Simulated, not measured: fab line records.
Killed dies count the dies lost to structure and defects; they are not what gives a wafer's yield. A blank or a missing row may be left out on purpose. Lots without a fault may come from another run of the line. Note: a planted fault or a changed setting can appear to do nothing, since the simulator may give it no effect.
What tool caused it?	flow nandHarc	24 lots, 72 wafers sampled, at 5 steps of a route of 1159

WHAT EACH GAUGE READ, for each wafer
NHARC_P_M2_THK_MEAS_24: measures by xrf.
lot	measured	on	thkNm (nm)
L075	day 6 12:56	filmMetro-02	143.3 145.0 147.2
L074	day 6 18:41	filmMetro-01	147.4 144.1 145.4
L076	day 6 23:53	filmMetro-02	146.1 143.7 144.7
L077	day 7 00:13	filmMetro-02	144.2 142.3 146.6
L079	day 7 06:29	filmMetro-01	142.8 147.4 143.2
L078	day 7 07:16	filmMetro-01	145.7 145.5 145.9
L080	day 7 20:07	filmMetro-01	144.9 145.2 140.7
L081	day 8 10:44	filmMetro-02	144.2 147.2 150.9
L082	day 8 11:26	filmMetro-01	148.3 147.0 145.0
L083	day 8 12:42	filmMetro-01	145.9 145.7 145.0
L084	day 8 17:29	filmMetro-01	147.2 142.6 145.2
L089	day 9 14:43	filmMetro-01	143.2 148.2 144.8
L086	day 9 16:01	filmMetro-02	144.3 143.4 141.9
L085	day 9 17:19	filmMetro-02	143.5 145.8 142.5
L088	day 9 22:12	filmMetro-02	142.3 143.1 143.7
L087	day 9 22:15	filmMetro-02	148.6 148.7 146.1
L090	day 10 06:54	filmMetro-01	144.4 146.1 143.1
L091	day 10 11:53	filmMetro-01	143.9 141.8 141.8
L092	day 10 21:34	filmMetro-02	142.9 143.4 143.0
L094	day 10 22:17	filmMetro-02	144.5 145.0 142.4
L093	day 10 23:18	filmMetro-02	146.5 145.1 142.2
L095	day 11 12:11	filmMetro-01	146.1 146.9 146.8
L096	day 11 12:30	filmMetro-01	145.1 144.0 145.5
L097	day 12 05:08	filmMetro-01	143.9 143.3 143.0

NHARC_P_BONDPAD_CD_MEAS_13.
lot	measured	on	cdNm (nm)
L075	day 6 15:35	cdSem-03	504.2 501.8 497.0
L074	day 6 21:20	cdSem-01	497.5 493.0 498.4
L076	day 7 02:26	cdSem-03	495.0 497.5 499.8
L077	day 7 02:58	cdSem-01	496.7 498.9 496.9
L079	day 7 08:58	cdSem-03	496.5 494.2 499.5
L078	day 7 09:49	cdSem-01	495.4 498.0 499.3
L080	day 7 22:37	cdSem-02	502.1 499.8 496.1
L081	day 8 13:11	cdSem-02	496.6 496.5 496.7
L082	day 8 13:55	cdSem-03	503.1 499.3 496.4
L083	day 8 15:10	cdSem-02	502.7 498.5 497.3
L084	day 8 19:59	cdSem-03	492.6 495.9 493.5
L089	day 9 17:10	cdSem-02	495.1 498.7 498.9
L086	day 9 18:22	cdSem-02	503.8 498.2 497.3
L085	day 9 19:45	cdSem-03	497.1 499.7 496.3
L088	day 10 00:46	cdSem-02	498.8 500.3 498.5
L087	day 10 00:49	cdSem-01	499.5 497.4 497.3
L090	day 10 09:22	cdSem-01	497.6 498.8 498.9
L091	day 10 14:19	cdSem-03	497.2 495.3 495.8
L092	day 11 00:12	cdSem-02	498.5 493.4 498.2
L094	day 11 00:49	cdSem-02	495.5 497.4 493.8
L093	day 11 02:09	cdSem-01	498.3 499.3 496.4
L095	day 11 14:43	cdSem-02	492.9 498.7 495.7
L096	day 11 14:52	cdSem-02	503.8 497.3 502.2
L097	day 12 07:28	cdSem-03	499.0 500.0 501.7

NHARC_A_ONON_D1_THK_MEAS_24: measures by ellipsometry.
lot	measured	on	thkNm (nm)
L075	day 8 04:11	filmMetro-01	1008 1007 1007
L074	day 8 12:49	filmMetro-01	998 999 998
L076	day 8 13:04	filmMetro-02	991 992 993
L077	day 8 12:57	filmMetro-01	979 978 978
L079	day 8 22:06	filmMetro-02	996 997 998
L078	day 8 22:08	filmMetro-01	980 982 981
L080	day 9 15:32	filmMetro-02	1008 1009 1008
L081	day 10 06:39	filmMetro-01	1001 1004 1003
L082	day 10 06:40	filmMetro-02	1016 1018 1016
L083	day 10 06:47	filmMetro-01	1002 1003 1003
L084	day 10 07:00	filmMetro-02	1011 1011 1009
L089	day 11 06:19	filmMetro-02	988 987 988
L086	day 11 06:27	filmMetro-01	990 991 989
L085	day 11 06:11	filmMetro-01	1005 1005 1003
L088	day 11 13:46	filmMetro-02	1005 1005 1006
L087	day 11 13:47	filmMetro-01	1009 1011 1011
L090	day 11 23:26	filmMetro-02	1010 1009 1008
L091	day 12 09:16	filmMetro-02	992 992 991
L092	day 12 17:38	filmMetro-02	1007 1002 1004
L094	day 12 17:46	filmMetro-02	1004 1006 1004
L093	day 12 18:08	filmMetro-02	998 995 996
L095	day 13 03:17	filmMetro-02	996 997 997
L096	day 13 03:17	filmMetro-01	1012 1011 1010
L097	day 14 03:20	filmMetro-02	983 983 984

EACH LOT AND THE TOOL THAT RAN IT (in order: tool; ch and the chambers of the sampled wafers; start)
lot	NHARC_P_M2_DEP_33	NHARC_P_BONDPAD_PVD_17
L075	pecvd-04 ch 0,2, day 6 13:24	pvdSputter-01, day 8 04:11 or earlier
L074	pecvd-01 ch 0,1,2, day 6 19:02	pvdSputter-02, day 8 12:49 or earlier
L076	pecvd-04 ch 0,1, day 7 00:12	pvdSputter-02, day 8 13:04 or earlier
L077	pecvd-01 ch 0,2, day 7 00:31	pvdSputter-01, day 8 12:57 or earlier
L079	pecvd-04 ch 0,1,2, day 7 06:53	pvdSputter-01, day 8 22:06 or earlier
L078	pecvd-02 ch 1,2, day 7 07:37	pvdSputter-01, day 8 22:08 or earlier
L080	pecvd-04 ch 0,1,2, day 7 20:33	pvdSputter-02, day 9 15:32 or earlier
L081	pecvd-02 ch 0,2, day 8 11:02	pvdSputter-03, day 10 06:39 or earlier
L082	pecvd-02 ch 1,2, day 8 11:47	pvdSputter-02, day 10 06:40 or earlier
L083	pecvd-01 ch 0,1, day 8 13:02	pvdSputter-01, day 10 06:47 or earlier
L084	pecvd-02 ch 0,1,2, day 8 17:50	pvdSputter-01, day 10 07:00 or earlier
L089	pecvd-02 ch 0,2, day 9 15:02	pvdSputter-02, day 11 06:19 or earlier
L086	pecvd-01 ch 0,1,2, day 9 16:20	pvdSputter-02, day 11 06:27 or earlier
L085	pecvd-04 ch 0,1,2, day 9 17:39	pvdSputter-01, day 11 06:11 or earlier
L088	pecvd-02 ch 0,1,2, day 9 22:30	pvdSputter-03, day 11 13:46 or earlier
L087	pecvd-04 ch 0,1, day 9 22:33	pvdSputter-03, day 11 13:47 or earlier
L090	pecvd-04 ch 0,1,2, day 10 07:13	pvdSputter-03, day 11 23:26 or earlier
L091	pecvd-04 ch 0,1, day 10 12:12	pvdSputter-01, day 12 09:16 or earlier
L092	pecvd-02 ch 0,1,2, day 10 22:16	pvdSputter-03, day 12 17:38 or earlier
L094	pecvd-02 ch 0,1,2, day 10 22:35	pvdSputter-01, day 12 17:46 or earlier
L093	pecvd-04 ch 0,1, day 10 23:43	pvdSputter-01, day 12 18:08 or earlier
L095	pecvd-04 ch 0,1, day 11 12:35	pvdSputter-01, day 13 03:17 or earlier
L096	pecvd-02 ch 0,1, day 11 12:50	pvdSputter-02, day 13 03:17 or earlier
L097	pecvd-01 ch 0,1, day 12 05:26	pvdSputter-03, day 14 03:20 or earlier
- NHARC_P_M2_DEP_33: deposits SiCN, target thk 30 nm.
- NHARC_P_BONDPAD_PVD_17: deposits TaN, target thk 5 nm, time 8.06 s.

AS READ BY THE TOOLS THEMSELVES (means over the sampled wafers that have a number; for cases with no such wafer, the mark the record gives instead)
NHARC_P_M2_DEP_33.
lot	tool	heaterPowerW (W)	susceptorTempC (C)
L075	pecvd-04	571	370.08
L074	pecvd-01	565	370.03
L076	pecvd-04	595	370.08
L077	pecvd-01	588	370.00
L079	pecvd-04	597	369.90
L078	pecvd-02	534	370.02
L080	pecvd-04	591	370.24
L081	pecvd-02	484	369.95
L082	pecvd-02	533	370.00
L083	pecvd-01	555	370.15
L084	pecvd-02	531	370.10
L089	pecvd-02	516	369.98
L086	pecvd-01	549	370.12
L085	pecvd-04	613	369.80
L088	pecvd-02	555	370.17
L087	pecvd-04	602	370.27
L090	pecvd-04	588	369.96
L091	pecvd-04	616	369.83
L092	pecvd-02	529	370.07
L094	pecvd-02	502	370.01
L093	pecvd-04	619	369.84
L095	pecvd-04	576	369.95
L096	pecvd-02	488	370.03
L097	pecvd-01	529	370.26

NHARC_P_BONDPAD_PVD_17.
lot	tool	throttleValvePct (%)
L075	pvdSputter-01	30.5
L074	pvdSputter-02	29.9
L076	pvdSputter-02	30.2
L077	pvdSputter-01	30.2
L079	pvdSputter-01	29.9
L078	pvdSputter-01	30.4
L080	pvdSputter-02	30.2
L081	pvdSputter-03	30.5
L082	pvdSputter-02	29.5
L083	pvdSputter-01	30.3
L084	pvdSputter-01	29.5
L089	pvdSputter-02	30.0
L086	pvdSputter-02	30.3
L085	pvdSputter-01	29.7
L088	pvdSputter-03	30.2
L087	pvdSputter-03	29.9
L090	pvdSputter-03	30.3
L091	pvdSputter-01	30.5
L092	pvdSputter-03	30.2
L094	pvdSputter-01	30.3
L093	pvdSputter-01	29.8
L095	pvdSputter-01	29.7
L096	pvdSputter-02	30.4
L097	pvdSputter-03	29.9

THE ANSWER, worked out from the rows above alone
Rule: usual is defined by the lots themselves. Put in order of their means at a reading, lots are off if they are a third of the lots or fewer, leave a main group of 4 or more, and stand apart from it by a gap of 3 or more times the standard deviation of the main group's means; of several such gaps the widest counts. If all means in a main group match to the digits the tables above print for the reading, that group is not used. Also off: a lot with no number at a reading for which 4 or more lots have one. Where the step has rows for the other lots, those lots are counted as sound. Order of review: gauges by route order, followed by the tools' own readings, for which a lot's mean as printed above is used. The first step at which some lot is off is used, and at that step the reading that is off furthest; a lot without a number counts as furthest.
None of the lots is off at any reading shown; this tells nothing.

WHAT WAS PUT IN BY THE SIMULATOR
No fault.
